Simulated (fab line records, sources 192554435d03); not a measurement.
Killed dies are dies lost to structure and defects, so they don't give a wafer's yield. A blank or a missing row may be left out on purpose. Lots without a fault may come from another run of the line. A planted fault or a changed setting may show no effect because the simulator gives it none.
Chamber matching | flow n5_finfet | N5_DUMMY_GATE_STRIP_40 on rie_diel-01: 4 sister chambers
The step strips in CF4. 4 wafers are shown with their chamber, then 10 later ones without.

WAFERS WITH THEIR CHAMBER
wafer  | chamber | showerhead_plenum_p_Torr (Torr)
L085.1 | 1       | 1.72
L087.4 | 3       | 1.85
L091.2 | 2       | 1.76
L091.3 | 0       | 1.70

WAFERS WITHOUT THEIR CHAMBER
wafer  | showerhead_plenum_p_Torr (Torr)
L091.4 | 1.70
L092.2 | 1.76
L092.4 | 1.85
L092.6 | 1.71
L093.1 | 1.85
L093.5 | 1.85
L093.6 | 1.76
L094.2 | 1.71
L094.3 | 1.76
L094.5 | 1.71

WHICH CHAMBER EACH WENT THROUGH
wafer  | from the rows above     | in truth
L091.4 | 0                       | 0
L092.2 | 2                       | 2
L092.4 | 3                       | 3
L092.6 | can't be placed: 0 or 1 | 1
L093.1 | 3                       | 3
L093.5 | 3                       | 3
L093.6 | 2                       | 2
L094.2 | can't be placed: 0 or 1 | 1
L094.3 | 2                       | 2
L094.5 | can't be placed: 0 or 1 | 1
Placed correctly: 7 of 10. Can't be placed from these rows: 3 (the true chamber is among the candidates in 3). Placed wrongly: 0.
How it was worked out, from the rows above alone: a wafer's distance from a chamber is the root of the sum, over the readings, of the square of ((its reading less the chamber's mean) divided by the reading's scatter). The wafer belongs to the nearest chamber; if the next one is less than 2 further off, it can't be placed. A chamber's mean is the mean of its shown wafers. The scatter: with one shown wafer a chamber, the root of the mean of the squares of how far each hidden wafer lies from its nearest shown one.
